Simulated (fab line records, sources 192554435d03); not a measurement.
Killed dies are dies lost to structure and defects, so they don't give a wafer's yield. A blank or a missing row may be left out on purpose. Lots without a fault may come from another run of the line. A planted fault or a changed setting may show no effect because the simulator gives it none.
Split-lot experiment | flow n5_finfet | 7 lots, 21 wafers read, on a route of 1938 steps

THE SPLIT
At N5_BEOL_M14_PEB_26 (peb time 90 s), the setting peb_temp_c was moved away from the recipe's 130 C on 8 of the 21 wafers read, by -2.5% to +2.5%. The other wafers ran this setting at the recipe's value.

FROM THE SPLIT TO THE READING: what the file shows between them, 2 steps
- N5_BEOL_M14_DEVELOP_27: develop time 45 s
- N5_BEOL_M14_HARDBAKE_32: time 120 s

THE READING
cd_nm, in nm, at N5_BEOL_M14_CD_MEAS_28 (target cd 284.4 nm). Fault-free wafers of this fab line usually give 284.0 nm, standard deviation 1.5 nm.

wafer  | tool, chamber at the split | peb_temp_c as run, C | against the recipe | cd_nm, nm | against lot-mates on the recipe
L074.1 | litho_track-04, 0          | 130                  | recipe             | 284.6     | -
L074.5 | litho_track-04, 0          | 126.8                | -2.5%              | 267.3     | -17.3
L074.6 | litho_track-04, 0          | 126.8                | -2.5%              | 268.0     | -16.6
L076.4 | litho_track-02, 0          | 133.3                | +2.5%              | 296.6     | +11.7
L076.5 | litho_track-02, 0          | 130                  | recipe             | 284.5     | -
L076.6 | litho_track-02, 0          | 130                  | recipe             | 285.3     | -
L081.3 | litho_track-04, 0          | 130                  | recipe             | 285.6     | -
L081.5 | litho_track-04, 0          | 128.6                | -1.1%              | 279.5     | -6.1
L081.6 | litho_track-04, 0          | 128.6                | -1.1%              | 277.9     | -7.7
L086.1 | litho_track-01, 0          | 128.4                | -1.2%              | 275.2     | -8.4
L086.3 | litho_track-01, 0          | 128.4                | -1.2%              | 274.9     | -8.7
L086.6 | litho_track-01, 0          | 130                  | recipe             | 283.6     | -
L089.1 | litho_track-02, 0          | 130                  | recipe             | 286.1     | -
L089.2 | litho_track-02, 0          | 130                  | recipe             | 284.9     | -
L089.4 | litho_track-02, 0          | 130                  | recipe             | 284.8     | -
L090.1 | litho_track-02, 0          | 130                  | recipe             | 279.9     | -
L090.3 | litho_track-02, 0          | 130                  | recipe             | 279.5     | -
L090.5 | litho_track-02, 0          | 130                  | recipe             | 279.6     | -
L091.2 | litho_track-04, 0          | 130                  | recipe             | 282.4     | -
L091.4 | litho_track-04, 0          | 132.7                | +2.1%              | 296.1     | +12.5
L091.5 | litho_track-04, 0          | 130                  | recipe             | 284.8     | -

THE FIT
A straight line over all 21 wafers: cd_nm changes by +5.95 nm for each +1% of peb_temp_c; r = +0.96; the points scatter about the line by 2.1 nm.
The same after taking each lot's own level away (the mean of its wafers on the recipe; 21 wafers): +6.11 nm for each +1%; r = +0.99; scatter 1.1 nm.
On that fit, the largest move of peb_temp_c shifts the reading by 16 nm.
The lots' own levels span 279.67 to 285.60 nm, that is 4.0 times the standard deviation above.
So the lot-to-lot level changes the slope little: the two slopes agree.
Check: with one of the wafers moved furthest among these (+2.5%) left out of the fit, the line predicts +16.7 nm for it against its lot-mates. It came out at +11.7 nm against them.

OTHER SPLITS ON THESE WAFERS
These wafers also went through other splits before the reading. Each is held against what the fit with the lots' levels taken away leaves over:
other split on the same wafers | wafers away from the commonest value | r with cd_nm (lot level and that fit taken away)
N5_BEOL_M12_SPUTTER_44 time_s  | 4                                    | +0.12
N5_BEOL_M13_EXPOSE_07 dose_mj  | 8                                    | +0.05

THE WHOLE CHAIN: every reading that the file lists as answering this split, in the file's order
step                   | what it does                                           | reading                                                         | change (the file's fit)              | r (the file's)
N5_BEOL_M14_CD_MEAS_28 | target cd 284.4 nm                                     | cd_nm                                                           | +5.91 nm for each +1% of the setting | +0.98
N5_BEOL_M14_DESCUM_33  | chemistry O2, time 7.9 s                               | BEOL_M14.cd_nm (the simulator's own value, which no gauge read) | +5.89 nm for each +1% of the setting | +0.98
N5_BEOL_M14_ETCH_67    | etches SiARC in CF4, target depth 143 nm, time 238.3 s | BEOL_M14.cd_nm (the simulator's own value, which no gauge read) | +5.77 nm for each +1% of the setting | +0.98
N5_BEOL_M14_ETCH_68    | etches SOC in N2/H2, time 450 s                        | BEOL_M14.cd_nm (the simulator's own value, which no gauge read) | +5.6 nm for each +1% of the setting  | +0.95

THE FILE'S OWN FIT
cd_nm changes by +5.91 nm for each +1% of peb_temp_c, r = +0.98.
